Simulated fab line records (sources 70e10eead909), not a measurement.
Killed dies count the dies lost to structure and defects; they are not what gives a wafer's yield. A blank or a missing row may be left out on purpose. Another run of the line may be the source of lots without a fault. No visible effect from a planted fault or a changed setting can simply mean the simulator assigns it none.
fab line records | flow nand-harc
record lots=7 | wafers=21 | last-day=33
route steps=1302 shown A_CONTACT@1090 END@1302
lots that met no fault: taken from a fault-free run of the same line
start-h: start of the lot's first displayed wafer, in hours after the record's first day | wait-h: how many hours have passed since the lot's step before this one | " repeats the value in the row above | L1.1+2: a row that stands for several wafers | - no value, or no start was given | * or withheld: withheld | < > ~ a bound
route shown NAME@n: NAME is a module with steps in the file, n the number in the route of the first one | usual: the fault-free wafers' mean and standard deviation | same: alike in all rows | chamber/n: place in a boat | sites: readings site by site | _std_site: how widely they spread, as a standard deviation | _edge_site: inner sites' mean taken away from outer sites' mean | radius-mm: for every site, how far away it sits from the centre of the wafer | mask NAME#n: copy n | behind: the last tool/chamber to shape the wafer | hold: reason for holding the lot/hours on hold/outcome of the hold | device: the transistor (n, p or np) that didn't switch | end of line: tests of these same wafers at the route's end | a step with no rows: only its recipe | killed: not the wafer's yield, but the dies lost to structure and defects at the first sort | map: dies across one wafer; x = killed, . = not, _ = none there
set.NAME: setting as actually run; set.NAME@STEP: the setting as run at that earlier step | model.NAME: the simulator's own value behind a step, which no gauge read
lots seen at some steps along the route; tables by step, rows by wafer
services: from which hour (start-h, from the record's first day; less than 0 if before it) a tool's chamber was out of use, for how many hours, and why
## steps
# step NHARC_A_CONTACT_ETCH_138
# recipe source-w=withheld | pressure-mtorr=20 | bias-v=1200 | time-s=311 | target-depth-a=19140 | ar-flow-sccm=withheld | c4f8-flow-sccm=withheld | o2-flow-sccm=withheld | chemistry=C4F8/O2/Ar
lot.wafer | tool            | chamber | start-h | wait-h | rf-hours-counter-h
L912.2    | har-cap-etch-03 | 1       | 555.03  | 0.2    | 51
L912.1    | "               | 0       | "       | "      | 51
L912.3    | "               | 0       | "       | "      | -
L914.1    | har-cap-etch-03 | 1       | 564.03  | 0.2    | 52
L914.4    | "               | 0       | "       | "      | -
L914.5    | "               | 1       | "       | "      | -
L915.2    | har-cap-etch-01 | 0       | 587.30  | 0.2    | 15
L915.3    | "               | 1       | "       | "      | -
L915.5    | "               | 0       | "       | "      | -
L919.1    | har-cap-etch-02 | 1       | 605.19  | 0.2    | 104
L919.2    | "               | 0       | "       | "      | 104
L919.4    | "               | 1       | "       | "      | -
L921.2    | har-cap-etch-02 | 0       | 629.46  | 0.3    | 110
L921.4    | "               | 1       | "       | "      | -
L921.5    | "               | 0       | "       | "      | -
L924.1    | har-cap-etch-01 | 1       | 650.06  | 0.2    | 29
L924.6    | "               | 0       | "       | "      | -
L924.5    | "               | 1       | "       | "      | -
L932.1    | har-cap-etch-02 | 1       | 732.22  | 0.2    | 127
L932.3    | "               | 0       | "       | "      | -
L932.5    | "               | 1       | "       | "      | -
# step NHARC_A_CONTACT_ETCH_139
# recipe source-w=withheld | pressure-mtorr=20 | bias-v=400 | time-s=195 | target-depth-a=8400 | ar-flow-sccm=withheld | c4f8-flow-sccm=11.5 | o2-flow-sccm=7.2 | chemistry=C4F8/O2/Ar
lot.wafer | tool            | chamber | start-h | wait-h | rf-hours-counter-h
L912.2    | har-cap-etch-03 | 1       | 555.30  | 0.2    | 51
L912.1    | "               | 0       | "       | "      | 51
L912.3    | "               | 0       | "       | "      | -
L914.1    | har-cap-etch-03 | 1       | 564.30  | 0.2    | 52
L914.4    | "               | 0       | "       | "      | -
L914.5    | "               | 1       | "       | "      | -
L915.2    | har-cap-etch-01 | 0       | 587.57  | 0.2    | 16
L915.3    | "               | 1       | "       | "      | -
L915.5    | "               | 0       | "       | "      | -
L919.1    | har-cap-etch-02 | 1       | 605.46  | 0.2    | 104
L919.2    | "               | 0       | "       | "      | 104
L919.4    | "               | 1       | "       | "      | -
L921.2    | har-cap-etch-02 | 0       | 629.81  | 0.3    | 110
L921.4    | "               | 1       | "       | "      | -
L921.5    | "               | 0       | "       | "      | -
L924.1    | har-cap-etch-01 | 1       | 650.33  | 0.2    | 29
L924.6    | "               | 0       | "       | "      | -
L924.5    | "               | 1       | "       | "      | -
L932.1    | har-cap-etch-02 | 1       | 732.49  | 0.2    | 128
L932.3    | "               | 0       | "       | "      | -
L932.5    | "               | 1       | "       | "      | -
# step NHARC_A_CONTACT_ETCH_92
# recipe target-depth-a=400 | over-etch-frac=0.5 | time-s=85.7 | ion-energy-ev=120 | ch3f-flow-sccm=50 | o2-flow-sccm=30 | ar-flow-sccm=200 | rf-w=500 | bias-w=100 | chemistry=CH3F/O2
# usual drypump-motor-current-A=5.6/0.5 | oes-product-au=0.933/0.023 | rf-vpp-V=244.4/1.5 | showerhead-plenum-p-Torr=2.46/0.099 | throttle-valve-pct=20.664/0.0095
lot.wafer | tool        | chamber | start-h | wait-h | drypump-motor-current-A | oes-product-au | rf-hours-counter-h | rf-vpp-V | showerhead-plenum-p-Torr | throttle-valve-pct
L912.2    | rie-diel-05 | 0       | 555.86  | 0.5    | 5.5                     | 0.956          | 25                 | 243.3    | 2.40                     | 20.666
L912.3    | "           | 2       | "       | "      | 5.7                     | 0.931          | 26                 | 245.2    | 2.45                     | 20.653
L912.1    | "           | 3       | "       | "      | 4.9                     | 0.960          | 18                 | 244.1    | 2.37                     | 20.658
L914.4    | rie-diel-05 | 3       | 564.81  | 0.4    | 4.9                     | 0.936          | 20                 | 243.5    | 2.37                     | 20.664
L914.1    | "           | 1       | "       | "      | 5.5                     | 0.936          | 27                 | 246.7    | 2.57                     | 20.641
L914.5    | "           | 3       | "       | "      | 4.9                     | 0.954          | -                  | 243.4    | 2.37                     | 20.659
L915.3    | rie-diel-03 | 2       | 588.10  | 0.4    | 5.2                     | 0.923          | 44                 | 245.4    | 2.54                     | 20.667
L915.2    | "           | 3       | "       | "      | 5.4                     | 0.933          | 43                 | 243.5    | 2.33                     | 20.673
L915.5    | "           | 2       | "       | "      | 5.2                     | 0.925          | -                  | 245.5    | 2.54                     | 20.675
L919.2    | rie-diel-05 | 1       | 606.02  | 0.5    | 5.5                     | 0.922          | 30                 | 245.5    | 2.57                     | 20.656
L919.4    | "           | 2       | "       | "      | 5.7                     | 0.927          | 35                 | 243.4    | 2.45                     | 20.651
L919.1    | "           | 0       | "       | "      | 5.5                     | 0.931          | 35                 | 243.0    | 2.40                     | 20.657
L921.2    | rie-diel-05 | 1       | 630.33  | 0.5    | 5.5                     | 0.931          | 2                  | 244.7    | 2.57                     | 20.656
L921.4    | "           | 2       | "       | "      | 5.8                     | 0.918          | 2                  | 243.9    | 2.44                     | 20.648
L921.5    | "           | 1       | "       | "      | 5.5                     | 0.933          | -                  | 245.7    | 2.57                     | 20.658
L924.1    | rie-diel-05 | 1       | 650.87  | 0.5    | 5.5                     | 0.935          | 6                  | 246.6    | 2.57                     | 20.648
L924.6    | "           | 3       | "       | "      | 4.9                     | 0.944          | -                  | 244.3    | 2.36                     | 20.666
L924.5    | "           | 0       | "       | "      | 5.5                     | 0.925          | -                  | 245.1    | 2.40                     | 20.663
L932.1    | rie-diel-03 | 2       | 733.02  | 0.5    | 5.2                     | 0.925          | 31                 | 245.9    | 2.51                     | 20.675
L932.3    | "           | 0       | "       | "      | 6.3                     | 0.931          | 26                 | 243.0    | 2.33                     | 20.684
L932.5    | "           | 2       | "       | "      | 5.2                     | 0.922          | -                  | 246.7    | 2.51                     | 20.666
# step NHARC_A_CONTACT_ETCH_98
# recipe target-depth-a=200 | over-etch-frac=0.5 | time-s=10 | ion-energy-ev=250 | c4f6-flow-sccm=25 | o2-flow-sccm=20 | ar-flow-sccm=500 | rf-w=600 | bias-w=500 | chemistry=C4F6/O2
# step NHARC_A_CONTACT_CD_MEAS_15
# usual cd-nm=189.8/0.68
lot.wafer | tool      | chamber | start-h | wait-h | cd-nm
L912.1    | cd-sem-02 | -       | 556.08  | -      | 189.6
L912.2    | "         | -       | "       | "      | 190.3
L912.3    | "         | -       | "       | "      | 190.5
L914.1    | cd-sem-02 | -       | 565.03  | -      | 189.2
L914.4    | "         | -       | "       | "      | 189.0
L914.5    | "         | -       | "       | "      | 189.3
L915.2    | cd-sem-01 | -       | 588.31  | -      | 189.9
L915.3    | "         | -       | "       | "      | 190.1
L915.5    | "         | -       | "       | "      | 189.9
L919.1    | cd-sem-02 | -       | 606.24  | -      | 190.4
L919.2    | "         | -       | "       | "      | 189.5
L919.4    | "         | -       | "       | "      | 190.6
L921.2    | cd-sem-02 | -       | 630.54  | -      | 188.8
L921.4    | "         | -       | "       | "      | 189.8
L921.5    | "         | -       | "       | "      | 189.2
L924.1    | cd-sem-03 | -       | 651.06  | -      | 189.1
L924.5    | "         | -       | "       | "      | 189.4
L924.6    | "         | -       | "       | "      | 189.2
L932.1    | cd-sem-03 | -       | 733.22  | -      | 189.2
L932.3    | "         | -       | "       | "      | 188.4
L932.5    | "         | -       | "       | "      | 188.4
# step NHARC_A_CONTACT_STRIP_107
# recipe n2-flow-sccm=150 | h2-flow-sccm=150 | ar-flow-sccm=0 | bias-w=0 | chemistry=N2/H2
# step NHARC_A_CONTACT_STRIP_108
# recipe cf4-flow-sccm=100 | chf3-flow-sccm=30 | ar-flow-sccm=0 | bias-w=0 | chemistry=CF4/CHF3
# step NHARC_A_CONTACT_STRIP_109
# recipe o2-flow-sccm=400 | cos-flow-sccm=20 | ar-flow-sccm=0 | bias-w=0 | chemistry=O2/COS
# step NHARC_A_CONTACT_ETCH_110
# recipe target-depth-a=600 | overetch-a=60 | time-s=33 | ion-energy-ev=100 | cf4-flow-sccm=80 | o2-flow-sccm=20 | ar-flow-sccm=0 | rf-w=300 | bias-w=100 | chemistry=CF4/O2
# step NHARC_A_CONTACT_STRIP_26
# recipe o2-flow-sccm=500 | ar-flow-sccm=0 | bias-w=0 | chemistry=O2
# usual drypump-motor-current-A=5.6/0.55 | oes-product-au=0.999/0.0084 | rf-vpp-V=57.8/1 | showerhead-plenum-p-Torr=3.53/0.14 | throttle-valve-pct=17.036/0.0093
lot.wafer | tool        | chamber | start-h | wait-h | drypump-motor-current-A | oes-product-au | rf-hours-counter-h | rf-vpp-V | showerhead-plenum-p-Torr | throttle-valve-pct
L912.1    | rie-diel-10 | 2       | -       | -      | 6.1                     | 0.995          | 48                 | 57.9     | 3.74                     | 17.031
L912.2    | "           | 3       | "       | "      | 4.7                     | 0.997          | 52                 | 57.5     | 3.53                     | 17.031
L912.3    | "           | 1       | "       | "      | 6.5                     | 1.001          | 45                 | 56.3     | 3.35                     | 17.041
L914.1    | rie-diel-05 | 0       | -       | -      | 5.5                     | 1.006          | 26                 | 57.3     | 3.45                     | 17.054
L914.4    | "           | 1       | "       | "      | 5.5                     | 1.006          | 27                 | 59.1     | 3.69                     | 17.041
L914.5    | "           | 3       | "       | "      | 4.9                     | 1.011          | -                  | 58.2     | 3.41                     | 17.037
L915.2    | rie-diel-10 | 2       | -       | -      | 6.2                     | 0.994          | 62                 | 58.5     | 3.74                     | 17.030
L915.3    | "           | 0       | "       | "      | 5.5                     | 1.008          | 50                 | 56.8     | 3.52                     | 17.027
L915.5    | "           | 2       | "       | "      | 6.2                     | 0.990          | -                  | 57.0     | 3.74                     | 17.055
L919.4    | rie-diel-03 | 2       | -       | -      | 5.2                     | 0.990          | 57                 | 59.2     | 3.63                     | 17.016
L919.1    | "           | 3       | "       | "      | 5.4                     | 0.998          | 53                 | 56.0     | 3.34                     | 17.048
L919.2    | "           | 0       | "       | "      | 6.3                     | 0.988          | 46                 | 56.2     | 3.37                     | 17.041
L921.2    | rie-diel-10 | 3       | -       | -      | 4.6                     | 0.984          | 6                  | 57.3     | 3.52                     | 17.032
L921.4    | "           | 1       | "       | "      | 6.4                     | 0.991          | 3                  | 56.9     | 3.34                     | 17.038
L921.5    | "           | 3       | "       | "      | 4.6                     | 0.986          | -                  | 56.3     | 3.52                     | 17.040
L924.1    | rie-diel-03 | 1       | -       | -      | 6.2                     | 0.985          | 1                  | 60.3     | 3.77                     | 17.041
L924.6    | "           | 0       | "       | "      | 6.3                     | 1.002          | -                  | 58.7     | 3.37                     | 17.037
L924.5    | "           | 1       | "       | "      | 6.2                     | 0.984          | -                  | 58.9     | 3.77                     | 17.044
L932.3    | rie-diel-10 | 2       | -       | -      | 6.1                     | 1.009          | 37                 | 59.2     | 3.71                     | 17.045
L932.1    | "           | 3       | "       | "      | 4.7                     | 0.989          | 37                 | 57.6     | 3.50                     | 17.028
L932.5    | "           | 2       | "       | "      | 6.1                     | 0.997          | -                  | 59.0     | 3.71                     | 17.032
# step NHARC_A_CONTACT_STRIP_27
# recipe time-s=600 | temp-c=30 | chemistry=post-etch-residue-remover
# step NHARC_A_CONTACT_ALD_18
# recipe target-thk-a=30 | pulse-time-s=1 | ald-cycles=150 | temp-c=450 | material=TiN
# usual heater-power-w=1051/130 | precursor-pulse-height-rel=0.999/0.019 | susceptor-temp-C=450.02/0.24
lot.wafer | tool         | chamber | start-h | wait-h | heater-power-w | precursor-pulse-height-rel | since-wet-clean-h | susceptor-temp-C
L912.2    | ald-metal-01 | 0       | 557.02  | -      | 1128           | 0.978                      | 21                | 449.75
L912.1    | "            | 2       | "       | "      | 982            | 0.977                      | 21                | 450.26
L912.3    | "            | 2       | "       | "      | 1004           | 0.969                      | -                 | 450.21
L914.4    | ald-metal-03 | 0       | 565.97  | -      | 1006           | 1.008                      | 166               | 450.04
L914.1    | "            | 2       | "       | "      | 951            | 1.000                      | 166               | 449.47
L914.5    | "            | 1       | "       | "      | 1267           | 1.004                      | -                 | 450.39
L915.3    | ald-metal-04 | 2       | 589.38  | -      | 1217           | 0.982                      | 105               | 450.16
L915.2    | "            | 1       | "       | "      | 812            | 1.000                      | 105               | 450.12
L915.5    | "            | 2       | "       | "      | 1222           | 0.998                      | -                 | 449.96
L919.1    | ald-metal-04 | 2       | 607.79  | -      | 1225           | 0.969                      | 124               | 450.09
L919.2    | "            | 3       | "       | "      | 1103           | 0.977                      | 124               | 449.81
L919.4    | "            | 0       | "       | "      | 1115           | 0.979                      | 124               | 450.20
L921.4    | ald-metal-03 | 3       | 631.51  | -      | 972            | 1.007                      | 53                | 449.56
L921.2    | "            | 1       | "       | "      | 1304           | 0.974                      | 54                | 450.17
L921.5    | "            | 2       | "       | "      | 876            | 1.012                      | -                 | 449.88
L924.1    | ald-metal-01 | 1       | 652.02  | -      | 1124           | 0.999                      | 116               | 450.46
L924.5    | "            | 0       | "       | "      | 1155           | 1.024                      | -                 | 449.86
L924.6    | "            | 1       | "       | "      | 1133           | 0.976                      | -                 | 450.30
L932.1    | ald-metal-04 | 1       | 734.20  | -      | 840            | 0.990                      | 72                | 450.21
L932.3    | "            | 2       | "       | "      | 1189           | 1.009                      | 72                | 449.94
L932.5    | "            | 0       | "       | "      | 1114           | 0.949                      | -                 | 449.99
# step NHARC_A_CONTACT_CVD_19
# recipe target-thk-a=3000 | temp-c=300 | pressure-torr=40 | wf6-flow-sccm=40 | h2-flow-sccm=1600 | ar-flow-sccm=1560 | time-s=802 | material=W
# usual heater-power-w=435/25 | susceptor-temp-C=300.02/0.21 | throttle-valve-pct=8.1/0.31
lot.wafer | tool     | chamber | start-h | wait-h | heater-power-w | since-wet-clean-h | susceptor-temp-C | throttle-valve-pct
L912.2    | cvd-w-02 | 1       | 557.39  | -      | 432            | 94                | -                | 8.6
L912.1    | "        | 0       | "       | "      | 399            | 95                | -                | 7.9
L912.3    | "        | 1       | "       | "      | 443            | -                 | -                | 8.5
L914.1    | cvd-w-02 | 1       | 566.32  | -      | 456            | 103               | 299.74           | 8.6
L914.4    | "        | 1       | "       | "      | 432            | -                 | 299.77           | 8.4
L914.5    | "        | 1       | "       | "      | 438            | -                 | 300.02           | 8.2
L915.2    | cvd-w-01 | 1       | 589.70  | -      | 438            | 30                | -                | 8.5
L915.3    | "        | 1       | "       | "      | 454            | -                 | -                | 8.3
L915.5    | "        | 0       | "       | "      | 445            | -                 | -                | 7.4
L919.2    | cvd-w-01 | 1       | 607.99  | -      | 441            | 48                | 299.88           | 8.4
L919.1    | "        | 0       | "       | "      | 448            | 48                | 299.73           | 7.7
L919.4    | "        | 1       | "       | "      | 450            | -                 | 300.03           | 8.3
L919.2    | cvd-w-01 | 1       | 608.98  | 0.9    | 451            | -                 | 300.12           | 8.5
L919.1    | "        | 0       | "       | "      | 443            | -                 | 299.98           | 7.7
L919.4    | "        | 1       | "       | "      | 436            | -                 | 300.10           | 8.4
L921.2    | cvd-w-01 | 0       | 631.82  | -      | 444            | 72                | 300.20           | 7.4
L921.4    | "        | 1       | "       | "      | 449            | -                 | 299.97           | 8.5
L921.5    | "        | 0       | "       | "      | 446            | -                 | 299.78           | 7.6
L921.2    | cvd-w-01 | 0       | 632.82  | 0.9    | 440            | -                 | 300.02           | 7.9
L921.4    | "        | 1       | "       | "      | 448            | -                 | 299.72           | 8.2
L921.5    | "        | 0       | "       | "      | 447            | -                 | 299.88           | 7.9
L924.1    | cvd-w-02 | 1       | 652.33  | -      | 477            | 8                 | 300.19           | 8.2
L924.5    | "        | 0       | "       | "      | 405            | -                 | 300.24           | 8.2
L924.6    | "        | 1       | "       | "      | 465            | -                 | 300.35           | 8.5
L924.1    | cvd-w-02 | 1       | 653.32  | 0.9    | 471            | -                 | 299.95           | 8.3
L924.5    | "        | 0       | "       | "      | 404            | -                 | 300.31           | 7.9
L924.6    | "        | 1       | "       | "      | 467            | -                 | 300.08           | 8.5
L932.1    | cvd-w-02 | 1       | 734.49  | -      | 451            | 91                | 299.96           | 8.5
L932.3    | "        | 1       | "       | "      | 463            | -                 | 299.91           | 8.5
L932.5    | "        | 0       | "       | "      | 408            | -                 | 299.73           | 8.1
# step NHARC_A_CONTACT_CMP_20
# recipe t-overpolish-s=30 | target-thk-nm=300
# usual motor-current-A=12.1/1.2 | overpolish-run-s=30.000/0.011 | pad-life-wafers=227/110 | retaining-ring-pressure-frac=1.001/0.0048 | time-to-endpoint-s=59/3.4
lot.wafer | tool   | chamber | start-h | wait-h | motor-current-A | overpolish-run-s | pad-life-wafers | retaining-ring-pressure-frac | time-to-endpoint-s
L912.3    | cmp-03 | 3       | 558.26  | 0.5    | 12.8            | 30.001           | 0               | 1.000                        | 63
L912.2    | "      | 1       | "       | "      | 12.7            | 30.000           | 2               | 1.006                        | 61
L912.1    | "      | 2       | "       | "      | 11.2            | 29.995           | 3               | 1.001                        | 55
L914.1    | cmp-04 | 1       | 567.11  | 0.7    | 9.8             | 29.981           | 205             | 0.999                        | 61
L914.4    | "      | 2       | "       | "      | 13.2            | 29.997           | 206             | 1.005                        | 64
L914.5    | "      | 0       | "       | "      | 11.1            | 30.006           | -               | 0.992                        | 60
L915.3    | cmp-04 | 0       | 590.48  | 0.4    | 10.7            | 29.994           | 282             | 1.001                        | 59
L915.2    | "      | 3       | "       | "      | 14.1            | 30.020           | 285             | 1.001                        | 58
L915.5    | "      | 0       | "       | "      | 12.1            | 29.995           | -               | 0.994                        | 55
L919.2    | cmp-02 | 0       | 609.99  | 0.9    | 12.1            | 29.987           | 346             | 1.003                        | 113
L919.1    | "      | 1       | "       | "      | 12.5            | 30.014           | 347             | 1.007                        | 128
L919.4    | "      | 2       | "       | "      | 11.8            | 30.002           | 348             | 1.000                        | 113
L921.4    | cmp-03 | 2       | 633.75  | 0.7    | 10.8            | 30.008           | 299             | 1.003                        | 108
L921.2    | "      | 3       | "       | "      | 13.7            | 29.996           | 300             | 1.006                        | 117
L921.5    | "      | 0       | "       | "      | 12.5            | 29.989           | -               | 0.999                        | 121
L924.1    | cmp-04 | 2       | 654.23  | 0.8    | 12.9            | 29.995           | 209             | 1.000                        | 125
L924.6    | "      | 0       | "       | "      | 12.0            | 30.014           | -               | 1.003                        | 124
L924.5    | "      | 1       | "       | "      | 10.2            | 29.992           | -               | 0.993                        | 120
L932.3    | cmp-04 | 0       | 735.26  | 0.4    | 11.6            | 29.995           | 114             | 1.002                        | 56
L932.1    | "      | 1       | "       | "      | 10.1            | 29.983           | 115             | 1.004                        | 59
L932.5    | "      | 0       | "       | "      | 11.3            | 30.003           | -               | 0.999                        | 59
# step NHARC_END_SORT_01
# recipe temp-c=25
# usual killed-at-array=59/20 | killed-at-other=0.8/1 | killed-at-periphery=3.2/2.1 | killed-dies=63/21 | killed-open=3.0/1.9 | killed-short=2.3/1.5
# same gross-dies=677
lot.wafer | tool      | chamber | start-h | wait-h | killed-at-array | killed-at-other | killed-at-periphery | killed-dies | killed-open | killed-short
L921.2    | prober-01 | 0       | 687.83  | 2.8    | 105             | 0               | 3                   | 108         | 2           | 0
L921.4    | prober-01 | 0       | 689.43  | 3.4    | 92              | 0               | 0                   | 92          | 0           | 2
L921.5    | prober-01 | 0       | 690.23  | 3.7    | 82              | 0               | 0                   | 82          | 1           | 2
L924.1    | prober-01 | 0       | 713.08  | 2.5    | 29              | 1               | 1                   | 31          | 2           | 3
L924.5    | prober-01 | 0       | 716.24  | 3.7    | 31              | 0               | 1                   | 32          | 5           | 5
L924.6    | prober-01 | 0       | 717.03  | 4.0    | 27              | 1               | 1                   | 29          | 5           | 3
# killed by level:class
L921.2 A_SLIT:chamber-film-flake=34 A_CHANNEL_HOLE_D1:chamber-film-flake=25 A_CHANNEL_HOLE_D2:chamber-film-flake=18 A_STAIRCASE:chamber-film-flake=10 A_CONTACT:chamber-film-flake=10 A_SGD_CUT:chamber-film-flake=4 P_CONTACT:geometric-particle:open=2 A_ZERO_WELL:chamber-film-flake=2
L921.4 A_CHANNEL_HOLE_D1:chamber-film-flake=29 A_SLIT:chamber-film-flake=24 A_CHANNEL_HOLE_D2:chamber-film-flake=13 A_STAIRCASE:chamber-film-flake=10 A_CONTACT:chamber-film-flake=8 A_SGD_CUT:chamber-film-flake=3 A_DECK1_JOINT:geometric-particle:short=1 A_CONTACT:geometric-particle:short=1
L921.5 A_CHANNEL_HOLE_D1:chamber-film-flake=29 A_SLIT:chamber-film-flake=26 A_CONTACT:chamber-film-flake=8 A_STAIRCASE:chamber-film-flake=5 A_CHANNEL_HOLE_D2:chamber-film-flake=5 A_ZERO_WELL:chamber-film-flake=3 A_M1:chamber-film-flake=2 A_DECK1_JOINT:geometric-particle:short=1
L924.1 A_CHANNEL_HOLE_D1:chamber-film-flake=10 A_SLIT:chamber-film-flake=4 A_ZERO_WELL:chamber-film-flake=2 A_DECK1_JOINT:chamber-film-flake=2 A_SGD_CUT:chamber-film-flake=2 A_WL_FILL:chamber-film-flake=2 P_GATE:geometric-particle:open=1 A_DECK1_JOINT:geometric-particle:short=1
L924.5 A_CHANNEL_HOLE_D1:chamber-film-flake=16 A_DECK1_JOINT:geometric-particle:open=2 A_CHANNEL_FILL_D2:geometric-particle:short=2 A_SLIT:chamber-film-flake=2 P_M1:geometric-particle:open=1 A_ONON_D1:geometric-particle:short=1 A_ONON_D2:geometric-particle:open=1 A_SGD_CUT:geometric-particle:open=1
L924.6 A_CHANNEL_HOLE_D1:chamber-film-flake=11 A_CONTACT:chamber-film-flake=3 A_M0:geometric-particle:open=2 A_DECK1_JOINT:chamber-film-flake=2 A_SLIT:chamber-film-flake=2 A_ONON_D1:geometric-particle:short=1 A_CHANNEL_FILL_D1:geometric-particle:open=1 A_CHANNEL_FILL_D2:geometric-particle:open=1
## services
tool            | chamber | start-h | hours | kind
cmp-04          | -       | 541.29  | 1.7   | repair
cvd-w-02        | 1       | 545.56  | 10.7  | repair
cvd-w-01        | -       | 547.15  | 13.0  | pm
rie-diel-05     | 1       | 573.90  | 24.5  | repair
cmp-04          | -       | 577.86  | 3.6   | repair
har-cap-etch-01 | -       | 594.01  | 2.2   | repair
rie-diel-10     | -       | 598.42  | 9.0   | pm
cmp-04          | -       | 602.19  | 4.0   | pm
rie-diel-05     | -       | 606.25  | 9.0   | pm
rie-diel-03     | 0       | 613.32  | 12.3  | repair
cvd-w-02        | -       | 631.00  | 13.0  | pm
cmp-04          | -       | 631.79  | 1.0   | repair
rie-diel-03     | -       | 638.93  | 9.0   | pm
rie-diel-10     | -       | 643.79  | 0.8   | repair
rie-diel-05     | -       | 659.51  | 10.5  | repair
cvd-w-02        | -       | 669.64  | 2.1   | repair
rie-diel-03     | -       | 677.90  | 0.5   | repair
har-cap-etch-01 | -       | 682.50  | 2.5   | repair
rie-diel-05     | 0       | 685.51  | 4.9   | repair
rie-diel-10     | 2       | 687.34  | 5.2   | repair
rie-diel-05     | 2       | 687.88  | 1.9   | repair
cmp-04          | -       | 700.19  | 4.0   | pm
cvd-w-01        | -       | 712.02  | 0.4   | repair
cvd-w-01        | -       | 728.85  | 13.0  | pm
## key
first-sign step=NHARC_A_CONTACT_CVD_19 | reading=visit | direction=added
effect step=NHARC_A_CONTACT_CMP_20 | reading=time-to-endpoint-s | direction=up | sigmas=18 | usual=* | struck=*
met-at NHARC_A_CONTACT_CVD_19
struck-wafers L919.1,L919.2,L919.4,L921.2,L921.4,L921.5,L924.1,L924.5,L924.6
tester-left-out L919,L921,L924
fault kind=repeated-step-whole | tool=cvd-w-01,cvd-w-02 | chamber=- | onset-h=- | steps=NHARC_A_CONTACT_CVD_19 | times=1 | scope=struck-lots-only
# tester-left-out: of these lots the tester's yield and bins aren't shown, on N5 and GAA mostly nor the transistor test; their killed dies are dies lost to structure and defects alone, not to doping, threshold or leakage, so they don't give the yield
